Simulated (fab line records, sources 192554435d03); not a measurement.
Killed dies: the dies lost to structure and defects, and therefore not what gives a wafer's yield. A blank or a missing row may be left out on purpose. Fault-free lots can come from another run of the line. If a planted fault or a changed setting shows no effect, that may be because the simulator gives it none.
The tool behind it: which one? | flow n5Finfet | 11 lots (31 wafers sampled), 1 step of a 1938-step route

## WHAT THE GAUGES SHOWED, per wafer
N5_BEOL_M9_INSPECT_30: inspects for defects (brightfield).
lot  | measured     | on               | rawDefectCount
L145 | day 9 16:05  | defectInspect-02 | 413 449 350
L149 | day 10 15:05 | defectInspect-02 | 384 412 471
L152 | day 11 09:26 | defectInspect-02 | 477 517 486
L154 | day 11 20:08 | defectInspect-02 | 414 349 341
L155 | day 12 05:52 | defectInspect-02 | 399 364 387
L157 | day 13 00:11 | defectInspect-02 | 353 351
L156 | day 13 02:36 | defectInspect-01 | 337 306 298
L160 | day 13 08:10 | defectInspect-02 | 288 240
L165 | day 14 12:34 | defectInspect-01 | 464 495 398
L168 | day 15 13:32 | defectInspect-01 | 344 323 311
L167 | day 15 14:07 | defectInspect-01 | 334 478 309

## EACH LOT AND THE TOOL THAT RAN IT (in order: tool; ch and the chambers of the sampled wafers; start)
Record: no process step prior to these readings.

## THE ANSWER, worked out from the rows above alone
Rule: the usual values come from the lots themselves. The widest of any qualifying gaps counts: lots, ordered by their means at a reading, are off when they make up no more than a third of the lots, leave a main group of 4 or more, and stand apart from it by 3 or more times the standard deviation of that group's means. If all means in a main group match to the digits the tables above print for the reading, that group is not used. A lot without any number at a reading at which 4 lots or more have one is off too. The other lots that the step has rows for count as sound.
Across all readings shown, no lot is off: no conclusion can be drawn from this.

## WHAT HAD BEEN PUT IN BY THE SIMULATOR
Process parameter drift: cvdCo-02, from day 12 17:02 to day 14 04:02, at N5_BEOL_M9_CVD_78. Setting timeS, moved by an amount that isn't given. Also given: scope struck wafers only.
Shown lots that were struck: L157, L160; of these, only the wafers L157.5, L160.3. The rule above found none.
